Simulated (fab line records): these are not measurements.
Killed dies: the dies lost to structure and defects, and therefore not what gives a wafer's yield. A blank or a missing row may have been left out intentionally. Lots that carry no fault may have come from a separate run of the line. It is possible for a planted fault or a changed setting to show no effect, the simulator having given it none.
The tool behind it: which one? / flow n5_finfet / Sampling: 12 lots, 36 wafers, 2 of 1938 route steps

== WHAT THE GAUGES SHOWED, per wafer ==
N5_BEOL_M12_INSPECT_55: inspects for defects (darkfield).
lot=L075; measured=day 12 14:52; on=defect_inspect-02; raw_defect_count=66 55 101
lot=L077; measured=day 12 21:29; on=defect_inspect-02; raw_defect_count=74 50 75
lot=L080; measured=day 13 14:21; on=defect_inspect-02; raw_defect_count=44 49 60
lot=L081; measured=day 13 22:21; on=defect_inspect-02; raw_defect_count=34 67 75
lot=L083; measured=day 14 06:28; on=defect_inspect-01; raw_defect_count=71 55 64
lot=L087; measured=day 14 23:09; on=defect_inspect-02; raw_defect_count=80 90 57
lot=L086; measured=day 15 12:55; on=defect_inspect-02; raw_defect_count=51 21 67
lot=L091; measured=day 15 23:47; on=defect_inspect-01; raw_defect_count=64 65 51
lot=L092; measured=day 16 08:07; on=defect_inspect-02; raw_defect_count=83 80 86
lot=L093; measured=day 17 09:10; on=defect_inspect-02; raw_defect_count=74 93 51
lot=L094; measured=day 17 22:26; on=defect_inspect-01; raw_defect_count=108 49 66
lot=L096; measured=day 18 13:09; on=defect_inspect-01; raw_defect_count=54 54 36

== TOOL THAT RAN EACH LOT (tool first, then ch and the chambers of the sampled wafers, then the start) ==
lot=L075; N5_BEOL_M12_SPUTTER_45=pvd_sputter-02, day 12 13:47
lot=L077; N5_BEOL_M12_SPUTTER_45=pvd_sputter-01, day 12 20:28
lot=L080; N5_BEOL_M12_SPUTTER_45=pvd_sputter-01, day 13 12:59
lot=L081; N5_BEOL_M12_SPUTTER_45=pvd_sputter-01, day 13 21:20
lot=L083; N5_BEOL_M12_SPUTTER_45=pvd_sputter-02, day 14 05:14
lot=L087; N5_BEOL_M12_SPUTTER_45=pvd_sputter-03, day 14 22:08
lot=L086; N5_BEOL_M12_SPUTTER_45=pvd_sputter-02, day 15 11:55
lot=L091; N5_BEOL_M12_SPUTTER_45=pvd_sputter-01, day 15 22:41
lot=L092; N5_BEOL_M12_SPUTTER_45=pvd_sputter-02, day 16 06:29
lot=L093; N5_BEOL_M12_SPUTTER_45=pvd_sputter-02, day 17 07:44
lot=L094; N5_BEOL_M12_SPUTTER_45=pvd_sputter-02, day 17 20:14
lot=L096; N5_BEOL_M12_SPUTTER_45=pvd_sputter-03, day 18 12:08
- N5_BEOL_M12_SPUTTER_45: material Cu, target thk 80 nm, time 13.33 s.

== THE ANSWER, worked out from the rows above alone ==
Rule: usual is defined by the lots themselves. Put in order of their means at a reading, lots are off if they are a third of the lots or fewer, leave a main group of 4 or more, and stand apart from it by a gap of 3 or more times the standard deviation of the main group's means; of several such gaps the widest counts. Not used: any main group whose means are identical at the precision the tables above print for the reading. Also off: a lot with no number at a reading for which 4 or more lots have one. Where the step has rows for the other lots, those lots are counted as sound.
Across all readings shown, no lot is off: no conclusion can be drawn from this.

== WHAT THE SIMULATOR HAD INSERTED ==
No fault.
